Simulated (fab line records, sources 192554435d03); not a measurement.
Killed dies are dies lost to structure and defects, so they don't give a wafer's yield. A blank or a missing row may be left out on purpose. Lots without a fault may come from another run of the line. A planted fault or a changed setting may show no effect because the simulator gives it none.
Split-lot experiment | flow n5_finfet | 7 lots, 21 wafers read, on a route of 1938 steps

THE SPLIT
At N5_BEOL_M6_TRENCH_ETCH_37 (etches SiCOH lowk in C4F6/O2, target depth 94.435 nm, time 31.5 s), the setting time_s was moved away from the recipe's 31.5 s on 6 of the 21 wafers read, by -10.7% to +19.2%. The other wafers ran this setting at the recipe's value.

FROM THE SPLIT TO THE READING: what the file shows between them, 11 steps
- N5_BEOL_M6_ETCH_41: etches SiCN in CH3F/O2, target depth 29.7 nm, time 52 s
- N5_BEOL_M6_STRIP_80: strips in N2/H2, time 10 s
- N5_BEOL_M6_OCD_MEAS_38
- N5_BEOL_M6_HM_STRIP_39: strips TiN in peroxide tin strip, target depth 25 nm, time 158 s
- N5_BEOL_M6_SRD_40: time 30 s
- N5_BEOL_M6_ECD_50: material Cu, target thk 300 nm
- N5_BEOL_M6_ANNEAL_51: time 90 s
- N5_BEOL_M6_CMP_52: polishes, stops on SiCOH lowk, t overpolish 6.9 s, target thk 80 nm
- N5_BEOL_M6_THK_MEAS_53: measures by xrf
- N5_BEOL_M6_PRE_CLEAN_55: time 15 s
- N5_BEOL_M6_DEP_56: deposits SiCN from 3MS/NH3, target thk 10 nm, time 17.5 s

THE READING
M6_RS, in ohm/sq, at N5_BEOL_M6_RS_MEAS_57 (measures by four-point-probe). Fault-free wafers of this fab line usually give 0.290 ohm/sq, standard deviation 0.0086 ohm/sq.

wafer  | tool, chamber at the split | time_s as run, s | against the recipe | M6_RS, ohm/sq | against lot-mates on the recipe
L076.2 | rie_diel-04, 3             | 31.5             | recipe             | 0.299         | -
L076.3 | rie_diel-04, 1             | 31.5             | recipe             | 0.297         | -
L076.4 | rie_diel-04, 0             | 31.5             | recipe             | 0.279         | -
L074.3 | rie_diel-06, 0             | 31.5             | recipe             | 0.283         | -
L074.5 | rie_diel-06, 1             | 31.5             | recipe             | 0.280         | -
L074.6 | rie_diel-06, 0             | 28.38            | -9.9%              | 0.334         | +0.053
L079.1 | rie_diel-04, 2             | 36.86            | +17.0%             | 0.242         | -0.049
L079.4 | rie_diel-04, 0             | 31.5             | recipe             | 0.291         | -
L079.6 | rie_diel-04, 0             | 31.5             | recipe             | 0.291         | -
L083.1 | rie_diel-06, 0             | 31.5             | recipe             | 0.291         | -
L083.5 | rie_diel-06, 0             | 31.5             | recipe             | 0.288         | -
L083.6 | rie_diel-06, 1             | 31.5             | recipe             | 0.266         | -
L088.1 | rie_diel-06, 2             | 28.13            | -10.7%             | 0.331         | +0.032
L088.3 | rie_diel-06, 1             | 28.13            | -10.7%             | 0.332         | +0.033
L088.5 | rie_diel-06, 0             | 31.5             | recipe             | 0.299         | -
L092.2 | rie_diel-04, 1             | 31.5             | recipe             | 0.294         | -
L092.5 | rie_diel-04, 2             | 37.55            | +19.2%             | 0.228         | -0.061
L092.6 | rie_diel-04, 1             | 31.5             | recipe             | 0.284         | -
L095.1 | rie_diel-04, 2             | 31.5             | recipe             | 0.294         | -
L095.4 | rie_diel-04, 1             | 29.55            | -6.2%              | 0.331         | +0.035
L095.5 | rie_diel-04, 0             | 31.5             | recipe             | 0.299         | -

THE FIT
A straight line over all 21 wafers: M6_RS changes by -0.0035 ohm/sq for each +1% of time_s; r = -0.94; the points scatter about the line by 0.0097 ohm/sq.
The same after taking each lot's own level away (the mean of its wafers on the recipe; 21 wafers): -0.00335 ohm/sq for each +1%; r = -0.95; scatter 0.0082 ohm/sq.
On that fit, the largest move of time_s shifts the reading by 0.064 ohm/sq.
The lots' own levels span 0.2815 to 0.2990 ohm/sq, that is 2.0 times the standard deviation above.
So the lot-to-lot level changes the slope little: the two slopes agree.
Check: with one of the wafers moved furthest among these (+19.2%) left out of the fit, the line predicts -0.0637 ohm/sq for it against its lot-mates. It came out at -0.061 ohm/sq against them.

OTHER SPLITS ON THESE WAFERS
These wafers also went through other splits before the reading. Each is held against what the fit with the lots' levels taken away leaves over:
other split on the same wafers   | wafers away from the commonest value | r with M6_RS (lot level and that fit taken away)
N5_BEOL_M0_SAQP_COAT_34 spin_rpm | 8                                    | +0.01
N5_BEOL_M0_ETCH_109 bias_w       | 6                                    | -0.17
N5_BEOL_M1_ETCH_64 bias_w        | 12                                   | -0.15
N5_BEOL_M2_PECVD_72 time_s       | 9                                    | -0.39
N5_BEOL_M4_ILD_DEP_00 time_s     | 4                                    | +0.03

THE WHOLE CHAIN: every reading that the file lists as answering this split, in the file's order
step                      | what it does                                                        | reading                                                                      | change (the file's fit)               | r (the file's)
N5_BEOL_M6_TRENCH_ETCH_37 | etches SiCOH lowk in C4F6/O2, target depth 94.435 nm, time 31.5 s   | etch.depth_nm (the simulator's own value, which no gauge read)               | +0.886 nm for each +1% of the setting | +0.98
N5_BEOL_M6_TRENCH_ETCH_37 | etches SiCOH lowk in C4F6/O2, target depth 94.435 nm, time 31.5 s   | BEOL_M6.feature_depth_nm (the simulator's own value, which no gauge read)    | +0.882 nm for each +1% of the setting | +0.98
N5_BEOL_M6_OCD_MEAS_38    |                                                                     | trench_depth_nm                                                              | +0.881 nm for each +1% of the setting | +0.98
N5_BEOL_M6_CMP_52         | polishes, stops on SiCOH lowk, t overpolish 6.9 s, target thk 80 nm | Cu_of_BEOL_M6_ECD_50.thk_nm (the simulator's own value, which no gauge read) | +0.878 nm for each +1% of the setting | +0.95
N5_BEOL_M6_THK_MEAS_53    | measures by xrf                                                     | M6_THK                                                                       | +0.903 for each +1% of the setting    | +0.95
N5_BEOL_M6_RS_MEAS_57     | measures by four-point-probe                                        | M6_RS                                                                        | -0.00341 for each +1% of the setting  | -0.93

THE FILE'S OWN FIT
M6_RS changes by -0.00341 ohm/sq for each +1% of time_s, r = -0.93.
